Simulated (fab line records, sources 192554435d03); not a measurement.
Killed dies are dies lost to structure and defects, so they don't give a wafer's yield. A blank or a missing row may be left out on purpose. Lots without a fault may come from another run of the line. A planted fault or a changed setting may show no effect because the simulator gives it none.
Tool commonality check | flow n5_finfet | 11 lots, 33 wafers sampled

WHY IT WAS OPENED
At N5_STI_FIN_REVEAL_INSPECT_13 the reading raw_defect_count is flagged on 2 of 11 lots. Wafers without a fault read 11, standard deviation 4.5.
Rule: a lot is flagged when every wafer of it that has a number lies more than 4 standard deviations from that mean, or none has a number. The other lots count as sound.

lot  | measured    | on                | raw_defect_count, wafer by wafer | flag
L212 | day 2 13:28 | defect_inspect-01 | 9 10 7                           |
L213 | day 2 19:13 | defect_inspect-02 | 18 7 15                          |
L216 | day 3 15:12 | defect_inspect-01 | 12 16 14                         |
L217 | day 3 21:58 | defect_inspect-01 | 10 8 15                          |
L218 | day 4 01:30 | defect_inspect-02 | 8 15 22                          |
L220 | day 4 11:59 | defect_inspect-01 | 15 7 15                          |
L223 | day 5 07:37 | defect_inspect-02 | 8 8 11                           |
L224 | day 5 16:55 | defect_inspect-02 | 6 13 14                          |
L231 | day 7 06:51 | defect_inspect-02 | 674 663 706                      | FLAGGED
L234 | day 8 02:11 | defect_inspect-01 | 625 699 690                      | FLAGGED
L235 | day 8 09:25 | defect_inspect-01 | 18 15 18                         |
The numbers of the flagged lots are 676 on average: +665 against the usual, or +99 or more standard deviations.

WHICH TOOL RAN EACH LOT
The record holds 4 process steps before the reading, out of a route of 1938 steps. In each cell: the tool, then ch and the chambers that the sampled wafers went through, then the start.
lot  | flag    | N5_FIN_CUT_CUT_ETCH_27            | N5_STI_FIN_REVEAL_ALD_14         | N5_STI_FIN_REVEAL_DENSIFY_30    | N5_STI_FIN_REVEAL_ETCH_34
L212 |         | rie_diel-05 ch 2,3, day 2 04:20   | ald_sin-03 ch 0,1,2, day 2 04:51 | rtp_anneal-02 ch 0, day 2 10:13 | rie_si-01 ch 1,2, day 2 12:46
L213 |         | rie_diel-05 ch 1,2,3, day 2 09:23 | ald_sin-03 ch 0,1,3, day 2 09:54 | rtp_anneal-01 ch 0, day 2 15:28 | rie_si-01 ch 2,3, day 2 18:32
L216 |         | rie_diel-04 ch 0,2, day 3 03:15   | ald_sin-01 ch 0,2, day 3 05:56   | rtp_anneal-02 ch 0, day 3 11:59 | rie_si-01 ch 0,1,3, day 3 14:30
L217 |         | rie_diel-04 ch 0,1,2, day 3 10:37 | ald_sin-03 ch 1,2, day 3 12:18   | rtp_anneal-02 ch 0, day 3 18:41 | rie_si-01 ch 0,1,3, day 3 21:16
L218 |         | rie_diel-03 ch 1,2, day 3 16:18   | ald_sin-01 ch 0,1,2, day 3 16:49 | rtp_anneal-02 ch 0, day 3 22:10 | rie_si-05 ch 1,2,3, day 4 00:48
L220 |         | rie_diel-05 ch 1,3, day 4 02:47   | ald_sin-03 ch 0,3, day 4 03:20   | rtp_anneal-01 ch 0, day 4 08:43 | rie_si-05 ch 1,2, day 4 11:17
L223 |         | rie_diel-03 ch 0,1,3, day 4 22:10 | ald_sin-03 ch 0,1,3, day 4 22:58 | rtp_anneal-01 ch 0, day 5 04:22 | rie_si-04 ch 0,2,3, day 5 06:55
L224 |         | rie_diel-04 ch 0,1,2, day 5 06:35 | ald_sin-04 ch 0,1,2, day 5 08:19 | rtp_anneal-02 ch 0, day 5 13:40 | rie_si-01 ch 0,1, day 5 16:14
L231 | FLAGGED | rie_diel-03 ch 0,1,3, day 6 21:27 | ald_sin-04 ch 0,1,3, day 6 21:58 | rtp_anneal-01 ch 0, day 7 03:35 | rie_si-05 ch 0,1,2, day 7 06:08
L234 | FLAGGED | rie_diel-05 ch 0,1, day 7 16:55   | ald_sin-04 ch 0,2, day 7 17:26   | rtp_anneal-02 ch 0, day 7 22:53 | rie_si-05 ch 0,1,2, day 8 01:29
L235 |         | rie_diel-05 ch 2,3, day 7 23:35   | ald_sin-04 ch 0,3, day 8 00:06   | rtp_anneal-02 ch 0, day 8 06:12 | rie_si-01 ch 0,1,3, day 8 08:43
What these steps do:
- N5_FIN_CUT_CUT_ETCH_27: etches SiO2 in CHF3/O2, target depth 4 nm, overetch 2 nm, time 4.9 s.
- N5_STI_FIN_REVEAL_ALD_14: deposits Si3N4, target thk 3 nm.
- N5_STI_FIN_REVEAL_DENSIFY_30
- N5_STI_FIN_REVEAL_ETCH_34: etches Si in H2, material Si, target depth 0.97 nm.
- N5_STI_FIN_REVEAL_INSPECT_13: inspects for defects (darkfield).

FLAGGED OVER TOTAL, TOOL BY TOOL (the gauges that took the reading come last)
step                         | tool              | lots run | flagged | share of the flagged lots | sound lots run after its first flagged lot
N5_FIN_CUT_CUT_ETCH_27       | rie_diel-03       | 3        | 1       | some                      | 0
N5_FIN_CUT_CUT_ETCH_27       | rie_diel-04       | 3        | 0       | none                      | -
N5_FIN_CUT_CUT_ETCH_27       | rie_diel-05       | 5        | 1       | some                      | 1 (L235)
N5_STI_FIN_REVEAL_ALD_14     | ald_sin-01        | 2        | 0       | none                      | -
N5_STI_FIN_REVEAL_ALD_14     | ald_sin-03        | 5        | 0       | none                      | -
N5_STI_FIN_REVEAL_ALD_14     | ald_sin-04        | 4        | 2       | all                       | 1 (L235)
N5_STI_FIN_REVEAL_DENSIFY_30 | rtp_anneal-01     | 4        | 1       | some                      | 0
N5_STI_FIN_REVEAL_DENSIFY_30 | rtp_anneal-02     | 7        | 1       | some                      | 1 (L235)
N5_STI_FIN_REVEAL_ETCH_34    | rie_si-01         | 6        | 0       | none                      | -
N5_STI_FIN_REVEAL_ETCH_34    | rie_si-04         | 1        | 0       | none                      | -
N5_STI_FIN_REVEAL_ETCH_34    | rie_si-05         | 4        | 2       | all                       | 0
N5_STI_FIN_REVEAL_INSPECT_13 | defect_inspect-01 | 6        | 1       | some                      | 1 (L235)
N5_STI_FIN_REVEAL_INSPECT_13 | defect_inspect-02 | 5        | 1       | some                      | 0

WHAT THE TABLE ALLOWS
2 rows of the table ran every flagged lot: ald_sin-04 at N5_STI_FIN_REVEAL_ALD_14, rie_si-05 at N5_STI_FIN_REVEAL_ETCH_34.
- ald_sin-04 at N5_STI_FIN_REVEAL_ALD_14: 2 of its 4 lots flagged. Sound lots ran on it after the first flagged one (L235), which a lasting fault on the whole tool wouldn't allow.
- rie_si-05 at N5_STI_FIN_REVEAL_ETCH_34: 2 of its 4 lots flagged. Its last sound lot is L220 (day 4 11:17), its first flagged lot L231 (day 7 06:08): a fault that began between those two fits.
One tool is left: rie_si-05 at N5_STI_FIN_REVEAL_ETCH_34.

WHAT THE SIMULATOR HAD PUT IN
Chamber particle source: rie_si-05, from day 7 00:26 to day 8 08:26, at N5_STI_FIN_REVEAL_ETCH_34. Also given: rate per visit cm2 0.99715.
Lots struck among those shown: L231, L234. The rule above found the same.
